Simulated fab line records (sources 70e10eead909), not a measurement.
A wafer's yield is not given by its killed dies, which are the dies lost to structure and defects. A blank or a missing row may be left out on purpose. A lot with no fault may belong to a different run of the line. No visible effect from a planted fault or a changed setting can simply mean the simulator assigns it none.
Matching of chambers    flow nand-harc    rie-diel-03 running NHARC_P_M1_STRIP_18: 4 sister chambers
The step strips in N2/H2. 4 wafers are shown with their chamber, then 12 later ones without.

== WAFERS, EACH WITH ITS CHAMBER ==
wafer   chamber  showerhead-plenum-p-Torr (Torr)
L086.2  0        1.93
L090.1  2        1.92
L090.2  1        2.08
L090.3  3        2.04

== WAFERS WHOSE CHAMBER IS MISSING ==
wafer   showerhead-plenum-p-Torr (Torr)
L091.2  2.08
L091.3  1.93
L091.6  2.04
L095.1  2.04
L095.4  1.93
L095.5  1.93
L096.4  2.07
L096.5  1.93
L096.6  2.07
L097.1  2.04
L097.3  1.93
L097.4  2.07

== WHICH CHAMBER EACH WENT THROUGH ==
wafer   from the rows above      in truth
L091.2  1                        1
L091.3  can't be placed: 0 or 2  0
L091.6  3                        3
L095.1  3                        3
L095.4  can't be placed: 0 or 2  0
L095.5  can't be placed: 0 or 2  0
L096.4  1                        1
L096.5  can't be placed: 0 or 2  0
L096.6  1                        1
L097.1  3                        3
L097.3  can't be placed: 0 or 2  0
L097.4  1                        1
Correct placement for 7 of the 12. Unplaceable from these rows: 5, with the true chamber sitting among the candidates in 5. 0 placed wrongly.
How it was worked out, from the rows above alone: a wafer's distance from a chamber is the root of the sum, over the readings, of the square of ((its reading less the chamber's mean) divided by the reading's scatter). The wafer belongs to the nearest chamber; if the next one is less than 2 further off, it can't be placed. The mean given for a chamber averages the wafers shown for that chamber. The scatter (one wafer shown for each chamber): square how far every hidden wafer sits from the nearest shown wafer, average those squares and take the square root.
